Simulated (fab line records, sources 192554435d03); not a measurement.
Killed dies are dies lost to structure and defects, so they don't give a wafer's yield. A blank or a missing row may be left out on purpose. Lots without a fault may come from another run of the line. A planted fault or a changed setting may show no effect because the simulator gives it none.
One fault seen from 3 desks | flow n5_finfet | each desk has only its own numbers; what lay behind them comes last

THE METROLOGY DESK
What the gauges read, lot by lot, whatever tool the lot ran on: means of the sampled wafers that have a number. A lot is out of limits, marked OUT, if its mean lies more than 4 standard deviations from the usual mean; the brackets give that distance.
Columns: A = cd_nm at N5_BEOL_M5_CD_MEAS_11, usual 27.99 nm
lot  | first seen here | A
L356 | day 8 12:16     | 28.24
L355 | day 8 20:56     | 28.01
L357 | day 9 02:44     | 27.95
L359 | day 9 10:38     | 27.92
L360 | day 9 22:11     | 27.60
L365 | day 11 08:38    | 27.99
L372 | day 13 01:16    | 26.70 (-4.8) OUT
L370 | day 13 06:35    | 26.77 (-4.5) OUT
L376 | day 14 21:47    | 27.78
L378 | day 15 07:12    | 27.77
This desk's finding: out of limits on L370, L372; first on L372, day 13 01:16 (cd_nm at N5_BEOL_M5_CD_MEAS_11). In limits: L356, L355, L357, L359, L360, L365, L376, L378.

THE DEFECT DESK
What the inspections along the route counted, lot by lot: means of the sampled wafers that have a number. A lot is out of limits, marked OUT, if its mean lies more than 4 standard deviations from the usual mean; the brackets give that distance.
Columns: A = raw_defect_count at N5_BEOL_M4_INSPECT_59, usual 67
lot  | first seen here | A
L356 | day 8 09:46     | 60
L355 | day 8 18:52     | 82
L357 | day 8 23:15     | 65
L359 | day 9 06:32     | 69
L360 | day 9 19:10     | 54
L365 | day 11 06:16    | 52
L372 | day 12 22:36    | 69
L370 | day 13 03:55    | 76
L376 | day 14 18:59    | 62
L378 | day 15 04:50    | 49
This desk's finding: nothing out of limits on any of the 10 lots.

THE TOOL OWNER'S DESK: euv_scanner-01
The tool's own readings at N5_BEOL_M5_EXPOSE_08 (exposes mask M5, target cd 28 nm): means of the sampled wafers that have a number, for each lot that ran on this tool. A lot is out of limits, marked OUT, if its mean lies more than 4 standard deviations from the usual mean; the brackets give that distance.
Columns: A = exposure_dose_mJ_cm2 at N5_BEOL_M5_EXPOSE_08, usual 35.64
lot  | first seen here | A
L356 | day 8 12:09     | 35.70
L355 | day 8 20:49     | 35.66
L372 | day 13 01:09    | 33.67 (-40) OUT
L370 | day 13 06:28    | 34.05 (-33) OUT
This desk's finding: out of limits on L370, L372; first on L372, day 13 01:09 (exposure_dose_mJ_cm2 at N5_BEOL_M5_EXPOSE_08). In limits: L356, L355.

PUT TOGETHER
The tool owner's desk could have raised an alarm at day 13 01:09, on L370, L372.
The metrology desk could have raised an alarm at day 13 01:16, on L370, L372.
The defect desk saw nothing out of limits.
The defect desk has L370, L372 on record, within its limits.
Of the lots named, all ran N5_BEOL_M5_EXPOSE_08 on euv_scanner-01.

WHAT THE SIMULATOR HAD PUT IN
Process parameter drift: euv_scanner-01, from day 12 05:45 on, at N5_BEOL_M5_EXPOSE_08. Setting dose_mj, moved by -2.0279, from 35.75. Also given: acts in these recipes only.
Lots struck among those shown: L370, L372.
Hours from the fault's start to each desk's first reading out of limits: the tool owner's desk, 19; the metrology desk, 20.
